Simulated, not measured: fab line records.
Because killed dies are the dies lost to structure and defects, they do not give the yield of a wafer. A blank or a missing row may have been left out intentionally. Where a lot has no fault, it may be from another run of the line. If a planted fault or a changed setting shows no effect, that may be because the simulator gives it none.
Check of tool commonality | flow nandHarc | Sample size 11 lots and 33 wafers

== WHY IT WAS OPENED ==
At NHARC_P_GATE_INSPECT_28 the reading rawDefectCount is flagged on 2 of 11 lots. No-fault wafers: 6, standard deviation 3.1.
Rule: a lot is flagged in two cases, either no wafer of it has a number, or all its wafers with numbers fall more than 4 standard deviations from that mean. As for the other lots, they are considered sound.

lot  | measured     | on               | rawDefectCount, wafer by wafer | flag
L775 | day 5 01:55  | defectInspect-01 | 7 7 6                          | 
L774 | day 5 02:04  | defectInspect-01 | 14 6 3                         | 
L776 | day 5 15:50  | defectInspect-01 | 9 5 6                          | 
L779 | day 6 09:56  | defectInspect-01 | 5 6 9                          | 
L781 | day 6 22:41  | defectInspect-01 | 1454 1445 1452                 | FLAGGED
L783 | day 7 12:14  | defectInspect-01 | 8 5 10                         | 
L784 | day 7 21:59  | defectInspect-01 | 1451 1415 1432                 | FLAGGED
L792 | day 9 05:10  | defectInspect-01 | 10 7 5                         | 
L794 | day 10 01:42 | defectInspect-02 | 10 5 11                        | 
L796 | day 10 01:50 | defectInspect-02 | 1 0 1                          | 
L795 | day 10 02:10 | defectInspect-01 | 5 7 10                         | 
On average the flagged lots read 1442, which is +1436 against the usual, or +99 or more standard deviations.

== TOOL THAT RAN EACH LOT ==
The record keeps 1 process step preceding the reading, out of 1159 steps on the route. Each cell gives the tool, then ch followed by the chambers the sampled wafers passed through, then the start.
lot  | flag    | NHARC_P_GATE_HM_DEP_102
L775 |         | aclDep-01 ch 0, day 5 00:41
L774 |         | aclDep-03 ch 0, day 5 00:35
L776 |         | aclDep-02 ch 0, day 5 14:29
L779 |         | aclDep-03 ch 0, day 6 08:28
L781 | FLAGGED | aclDep-03 ch 0, day 6 21:17
L783 |         | aclDep-01 ch 0, day 7 10:46
L784 | FLAGGED | aclDep-03 ch 0, day 7 20:45
L792 |         | aclDep-01 ch 0, day 9 03:42
L794 |         | aclDep-03 ch 0, day 10 00:11
L796 |         | aclDep-01 ch 0, day 10 00:28
L795 |         | aclDep-03 ch 0, day 10 00:56
What is done by these steps:
- NHARC_P_GATE_HM_DEP_102: deposits aC, target thk 120 nm.
- NHARC_P_GATE_INSPECT_28

== FLAGGED OVER TOTAL, TOOL BY TOOL (the gauges that took the reading come last) ==
step                    | tool             | lots run | flagged | share of the flagged lots | sound lots run after its first flagged lot
NHARC_P_GATE_HM_DEP_102 | aclDep-01        | 4        | 0       | none                      | -
NHARC_P_GATE_HM_DEP_102 | aclDep-02        | 1        | 0       | none                      | -
NHARC_P_GATE_HM_DEP_102 | aclDep-03        | 6        | 2       | all                       | 2 (L794,L795)
NHARC_P_GATE_INSPECT_28 | defectInspect-01 | 9        | 2       | all                       | 3 (L783,L792,L795)
NHARC_P_GATE_INSPECT_28 | defectInspect-02 | 2        | 0       | none                      | -

== WHAT THE TABLE PERMITS ==
In 2 table rows, all flagged lots were run: aclDep-03 (NHARC_P_GATE_HM_DEP_102), defectInspect-01 (NHARC_P_GATE_INSPECT_28).
- aclDep-03 at NHARC_P_GATE_HM_DEP_102 ran 6 lots, 2 of them flagged. After the first flagged lot (L794, L795), sound lots still ran on it; a lasting fault on the whole tool would not permit that.
- defectInspect-01 at NHARC_P_GATE_INSPECT_28 ran 9 lots, 2 of them flagged. After the first flagged lot (L783, L792, L795), sound lots still ran on it; a lasting fault on the whole tool would not permit that.
Every row of the table either missed a flagged lot or ran a sound lot after the first.

== WHAT THE SIMULATOR PUT IN ==
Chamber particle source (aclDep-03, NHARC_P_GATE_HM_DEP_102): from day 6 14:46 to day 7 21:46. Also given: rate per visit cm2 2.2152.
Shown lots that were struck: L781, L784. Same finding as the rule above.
